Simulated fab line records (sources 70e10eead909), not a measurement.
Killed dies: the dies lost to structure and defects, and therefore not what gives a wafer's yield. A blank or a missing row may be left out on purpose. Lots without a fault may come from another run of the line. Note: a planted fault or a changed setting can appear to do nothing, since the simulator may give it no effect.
fab line records + flow nand_harc
record:
- lots: 6
- wafers: 18
- last_day: 34
route steps=1302 shown P_ZERO_WELL@60 P_STI@69
lots that met no fault: from a run of the same line without faults
start_h: the number of hours between the record's first day and the start of the first shown wafer of the lot + wait_h: hours from the lot's prior step to this one + " identical to the entry in the row above + L1.1+2: several wafers, shown together as one row + - value missing, or start not given + * or withheld: withheld + < > ~ a bound
route shown NAME@n: NAME is a module with steps in the file, n the number in the route of the first one + usual: mean/standard deviation taken from wafers without a fault + same: alike in all rows + chamber/n: place in a boat + sites: readings site by site + _std_site: the standard deviation of these + _edge_site: outer sites' mean less inner sites' + radius_mm: for every site, how far away it sits from the centre of the wafer + mask NAME#n: copy n + behind: the most recent tool/chamber to have shaped the wafer + hold: the reason the lot was held/the length of the hold in hours/how it ended + device: the n, p or np transistor that did not switch + end of line: tests of these same wafers at the route's end + for a step that has no rows: nothing shown but its recipe + killed: dies that structure and defects cost at the first sort, which is not the same as the wafer's yield + map: shows each die of a wafer: x if killed, . if not, _ if none is there
set.NAME: the run value of the setting; set.NAME@STEP: its run value at that earlier step + model.NAME: the simulator's own value behind a step, which no gauge read
certain route steps with their lots: each step a table, each wafer a row
services: a tool's chamber out of use, with start hour (start_h, from the record's first day; less than 0 if before it), hours out, and reason
== steps ==
step: NHARC_P_ZERO_WELL_HARDBAKE_53
recipe:
- temp_c: 125
- time_s: 80
step: NHARC_P_ZERO_WELL_DESCUM_54
recipe:
- time_s: 3
- o2_flow_sccm: 200
- ar_flow_sccm: 0
- bias_power_w: 0
- chemistry: O2
usual:
- chamber_pressure_mTorr: 60.00/0.053
- drypump_motor_current_A: 6.0/0.47
- oes_product_au: 1.000/0.006
- rf_vpp_V: 57.7/0.96
- showerhead_plenum_p_Torr: 1.91/0.088
- throttle_valve_pct: 11.311/0.0088
same:
- bias_power_w: 0
| lot.wafer | tool        | chamber | start_h | wait_h | chamber_pressure_mTorr | drypump_motor_current_A | oes_product_au | rf_hours_counter_h | rf_vpp_V | showerhead_plenum_p_Torr | throttle_valve_pct |
|-----------|-------------|---------|---------|--------|------------------------|-------------------------|----------------|--------------------|----------|--------------------------|--------------------|
| L995.3    | rie_diel-10 | 1       | 85.68   | -      | 60.04                  | 5.9                     | 1.003          | 3                  | 59.5     | 2.07                     | 11.323             |
| L995.2    | "           | 3       | "       | "      | 59.90                  | 5.4                     | 0.998          | 2                  | 56.8     | 1.96                     | 11.310             |
| L995.6    | "           | 1       | "       | "      | 60.02                  | 5.9                     | 1.006          | -                  | 59.0     | 2.08                     | 11.306             |
| L102.4    | rie_diel-03 | 3       | 156.10  | -      | 59.93                  | 6.0                     | 1.004          | 16                 | 58.3     | 2.00                     | 11.313             |
| L102.5    | "           | 1       | "       | "      | 60.02                  | 5.2                     | 1.007          | -                  | 56.8     | 1.78                     | 11.319             |
| L102.6    | "           | 2       | "       | "      | 60.06                  | 6.8                     | 0.990          | -                  | 56.8     | 1.98                     | 11.320             |
| L103.4    | rie_diel-04 | 0       | 165.52  | -      | 60.00                  | 5.4                     | 0.998          | 46                 | 57.0     | 1.89                     | 11.310             |
| L103.1    | "           | 1       | "       | "      | 60.05                  | 6.3                     | 0.992          | 45                 | 57.9     | 1.93                     | 11.314             |
| L103.6    | "           | 1       | "       | "      | 60.07                  | 6.4                     | 0.989          | -                  | 57.5     | 1.93                     | 11.305             |
| L109.2    | rie_diel-03 | 0       | 226.90  | -      | 60.01                  | 6.1                     | 0.993          | 35                 | 56.0     | 1.77                     | 11.313             |
| L109.6    | "           | 2       | "       | "      | 60.09                  | 6.8                     | 0.991          | -                  | 58.7     | 1.98                     | 11.314             |
| L109.5    | "           | 3       | "       | "      | 60.00                  | 6.1                     | 0.991          | -                  | 57.5     | 1.99                     | 11.313             |
| L111.1    | rie_diel-03 | 1       | 246.30  | -      | 60.04                  | 5.2                     | 0.993          | 39                 | 57.0     | 1.77                     | 11.329             |
| L111.3    | "           | 2       | "       | "      | 60.02                  | 6.8                     | 1.004          | 36                 | 56.8     | 1.98                     | 11.314             |
| L111.2    | "           | 3       | "       | "      | 60.08                  | 6.0                     | 0.996          | 38                 | 56.9     | 1.99                     | 11.318             |
| L112.3    | rie_diel-04 | 2       | 256.34  | -      | 59.91                  | 6.0                     | 1.010          | 23                 | 58.6     | 1.83                     | 11.305             |
| L112.5    | "           | 1       | "       | "      | 59.97                  | 6.4                     | 0.999          | -                  | 59.0     | 1.92                     | 11.313             |
| L112.6    | "           | 2       | "       | "      | 59.96                  | 6.0                     | 0.999          | -                  | 57.4     | 1.83                     | 11.320             |
step: NHARC_P_ZERO_WELL_IMPLANT_55
recipe:
- energy_kev: 180
- dose_cm2: 8e+11
- tilt_deg: 7
step: NHARC_P_ZERO_WELL_IMPLANT_61
recipe:
- energy_kev: 30
- dose_cm2: 5e+11
- tilt_deg: 7
step: NHARC_P_ZERO_WELL_STRIP_56
recipe:
- time_s: 840
- temp_c: 130
- chemistry: SPM
step: NHARC_P_ZERO_WELL_PRECLEAN_68
recipe:
- time_s: 60
- temp_c: 50
- bath_age_min: 0
- chemistry: SC1
step: NHARC_P_ZERO_WELL_SRD_69
step: NHARC_P_ZERO_WELL_RTA_42
recipe:
- temp_c: 1100
- time_s: 300
usual:
- lamp_power_pct: 36/5.2
- lamp_zone_1_pct: 36/5.2
- lamp_zone_3_pct: 36/5.2
- lamp_zone_4_pct: 36/5.2
- wafer_temp_C_max: 1104.6/0.91
| lot.wafer | tool          | chamber | start_h | wait_h | lamp_power_pct | lamp_zone_1_pct | lamp_zone_3_pct | lamp_zone_4_pct | wafer_temp_C_max |
|-----------|---------------|---------|---------|--------|----------------|-----------------|-----------------|-----------------|------------------|
| L995.2    | rtp_anneal-01 | 0       | 86.86   | -      | 32             | 32              | 32              | 32              | 1105.0           |
| L995.3    | "             | 0       | "       | "      | 32             | 32              | 32              | 32              | 1105.8           |
| L995.6    | "             | 0       | "       | "      | 32             | 32              | 32              | 32              | 1105.4           |
| L102.4    | rtp_anneal-02 | 0       | 157.38  | -      | 42             | 43              | 43              | 42              | 1104.5           |
| L102.5    | "             | 0       | "       | "      | 43             | 42              | 42              | 43              | 1105.2           |
| L102.6    | "             | 0       | "       | "      | 42             | 42              | 43              | 43              | 1103.4           |
| L103.1    | rtp_anneal-01 | 0       | 166.50  | -      | 32             | 32              | 32              | 32              | 1105.0           |
| L103.4    | "             | 0       | "       | "      | 32             | 32              | 32              | 32              | 1104.1           |
| L103.6    | "             | 0       | "       | "      | 32             | 32              | 32              | 32              | 1104.9           |
| L109.2    | rtp_anneal-02 | 0       | 227.96  | -      | 43             | 42              | 43              | 42              | 1104.2           |
| L109.5    | "             | 0       | "       | "      | 42             | 43              | 42              | 43              | 1105.1           |
| L109.6    | "             | 0       | "       | "      | 43             | 43              | 42              | 43              | 1106.0           |
| L111.1    | rtp_anneal-02 | 0       | 247.28  | -      | 42             | 42              | 42              | 43              | 1104.0           |
| L111.2    | "             | 0       | "       | "      | 42             | 43              | 43              | 43              | 1103.0           |
| L111.3    | "             | 0       | "       | "      | 43             | 43              | 43              | 43              | 1104.8           |
| L112.3    | rtp_anneal-02 | 0       | 257.53  | -      | 43             | 43              | 43              | 42              | 1104.6           |
| L112.5    | "             | 0       | "       | "      | 42             | 42              | 43              | 43              | 1104.7           |
| L112.6    | "             | 0       | "       | "      | 42             | 42              | 42              | 43              | 1104.7           |
step: NHARC_P_ZERO_WELL_INSPECT_43
usual:
- raw_defect_count: 14/5.6
| lot.wafer | tool              | chamber | start_h | wait_h | raw_defect_count |
|-----------|-------------------|---------|---------|--------|------------------|
| L995.2    | defect_inspect-01 | -       | 87.96   | 0.9    | 6                |
| L995.3    | "                 | -       | "       | "      | 17               |
| L995.6    | "                 | -       | "       | "      | 9                |
| L102.4    | defect_inspect-02 | -       | 157.74  | 0.2    | 26               |
| L102.5    | "                 | -       | "       | "      | 10               |
| L102.6    | "                 | -       | "       | "      | 19               |
| L103.1    | defect_inspect-01 | -       | 167.18  | 0.6    | 5                |
| L103.4    | "                 | -       | "       | "      | 15               |
| L103.6    | "                 | -       | "       | "      | 6                |
| L109.2    | defect_inspect-02 | -       | 228.54  | 0.5    | 13               |
| L109.5    | "                 | -       | "       | "      | 13               |
| L109.6    | "                 | -       | "       | "      | 14               |
| L111.1    | defect_inspect-01 | -       | 247.98  | 0.6    | 4                |
| L111.2    | "                 | -       | "       | "      | 17               |
| L111.3    | "                 | -       | "       | "      | 15               |
| L112.3    | defect_inspect-02 | -       | 257.99  | 0.4    | 12               |
| L112.5    | "                 | -       | "       | "      | 13               |
| L112.6    | "                 | -       | "       | "      | 17               |
step: NHARC_P_STI_ETCH_26
recipe:
- target_depth_a: 110
- chemistry: dHF
- material: SiO2
step: NHARC_P_STI_PRECLEAN_27
recipe:
- time_s: *
- temp_c: 50
- bath_age_min: 0
- chemistry: SC1
step: NHARC_P_STI_SRD_28
step: NHARC_P_STI_OXIDE_29
recipe:
- target_thk_a: 100
- temp_c: 900
- ox_time_s: 1362
- material: SiO2
usual:
- ox_temp_c: 900.0/0.42
- ox_time_s: 1362/0
- spike_tc_bottom_C: 918/4.1
- tube_center_temp_C: 900/0.084
| lot.wafer | tool       | chamber | start_h | wait_h | ox_temp_c | ox_time_s | spike_tc_bottom_C | tube_center_temp_C |
|-----------|------------|---------|---------|--------|-----------|-----------|-------------------|--------------------|
| L995.2    | furnace-02 | 0       | 92.92   | -      | 900.5     | 1362      | 916               | 900.01             |
| L995.3    | "          | 0       | "       | "      | 899.1     | 1362      | 918               | 900.01             |
| L995.6    | "          | 0       | "       | "      | 900.3     | 1362      | 917               | 899.84             |
| L102.4    | furnace-08 | -       | 163.20  | -      | -         | -         | -                 | -                  |
| L102.5    | "          | -       | "       | "      | -         | -         | -                 | -                  |
| L102.6    | "          | -       | "       | "      | -         | -         | -                 | -                  |
| L103.1    | furnace-08 | -       | 172.01  | -      | -         | -         | -                 | -                  |
| L103.4    | "          | -       | "       | "      | -         | -         | -                 | -                  |
| L103.6    | "          | -       | "       | "      | -         | -         | -                 | -                  |
| L109.2    | furnace-02 | 0       | 233.76  | -      | 900.0     | 1362      | 916               | 900.07             |
| L109.5    | "          | 0       | "       | "      | 900.6     | 1362      | 917               | 899.97             |
| L109.6    | "          | 0       | "       | "      | 899.8     | 1362      | 917               | 899.97             |
| L111.1    | furnace-08 | 0       | 251.93  | -      | 899.7     | 1362      | 922               | 900.05             |
| L111.2    | "          | 0       | "       | "      | 899.6     | 1362      | 920               | 900.08             |
| L111.3    | "          | 0       | "       | "      | 899.9     | 1362      | 923               | 900                |
| L112.3    | furnace-08 | 0       | 261.95  | -      | 900.5     | 1362      | 921               | 899.92             |
| L112.5    | "          | 0       | "       | "      | 899.8     | 1362      | 922               | 899.84             |
| L112.6    | "          | 0       | "       | "      | 900.5     | 1362      | 923               | 900.07             |
step: NHARC_P_STI_HM_DEP_30
recipe:
- target_thk_a: 800
- temp_c: 790
- pressure_mtorr: 300
- time_s: 873
- material: Si3N4
== services ==
| tool        | chamber | start_h | hours | kind       |
|-------------|---------|---------|-------|------------|
| rie_diel-10 | -       | 65.50   | 9.0   | pm         |
| rie_diel-03 | 0       | 85.80   | -     | clean      |
| rie_diel-03 | 1       | 85.80   | -     | clean      |
| rie_diel-03 | 2       | 85.80   | -     | clean      |
| rie_diel-03 | 3       | 85.80   | -     | clean      |
| rie_diel-10 | 3       | 86.91   | 19.8  | repair     |
| rie_diel-03 | 0       | 93.59   | 3.4   | repair     |
| rie_diel-03 | -       | 106.33  | 9.0   | pm         |
| rie_diel-03 | 0       | 106.33  | 9.0   | vent_cycle |
| rie_diel-03 | 1       | 106.33  | 9.0   | vent_cycle |
| rie_diel-03 | 2       | 106.33  | 9.0   | vent_cycle |
| rie_diel-03 | 3       | 106.33  | 9.0   | vent_cycle |
| rie_diel-03 | 0       | 115.33  | -     | clean      |
| rie_diel-03 | 1       | 115.33  | -     | clean      |
| rie_diel-03 | 2       | 115.33  | -     | clean      |
| rie_diel-03 | 3       | 115.33  | -     | clean      |
| rie_diel-03 | 0       | 139.91  | -     | clean      |
| rie_diel-03 | 0       | 143.23  | 1.2   | repair     |
| rie_diel-10 | -       | 148.78  | 1.0   | repair     |
| rie_diel-04 | -       | 178.03  | 9.0   | pm         |
| rie_diel-10 | 0       | 223.34  | 2.7   | repair     |
| rie_diel-10 | -       | 242.52  | 9.0   | pm         |
| rie_diel-04 | 0       | 247.88  | 22.6  | repair     |
| rie_diel-03 | 3       | 261.38  | 1.2   | repair     |
== key ==
first_sign:
- step: NHARC_P_STI_OXIDE_29
- reading: tool_record
- direction: missing
effect none on later readings
met_at NHARC_P_STI_OXIDE_29
struck_wafers L102.4,L102.5,L102.6,L103.1,L103.4,L103.6
later_rows_left_out L102.4,L102.5,L102.6,L103.1,L103.4,L103.6
sort_left_out L102.4,L102.5,L102.6,L103.1,L103.4,L103.6
tester_left_out L102,L103
fault:
- kind: skipped_step_whole
- tool: furnace-08
- chamber: -
- onset_h: 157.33
- steps: NHARC_P_STI_OXIDE_29
- scope: struck_lots_only
tester_left_out: of these lots the tester's yield and bins aren't shown, on N5 and GAA mostly nor the transistor test; their killed dies are dies lost to structure and defects alone, not to doping, threshold or leakage, so they don't give the yield
sort_left_out: the simulated sort isn't trusted on such a fault, so these wafers' sort isn't shown, and their yield isn't known
later_rows_left_out: the simulator's readings of these wafers behind a module that went badly wrong aren't trusted and aren't shown, but for the sort
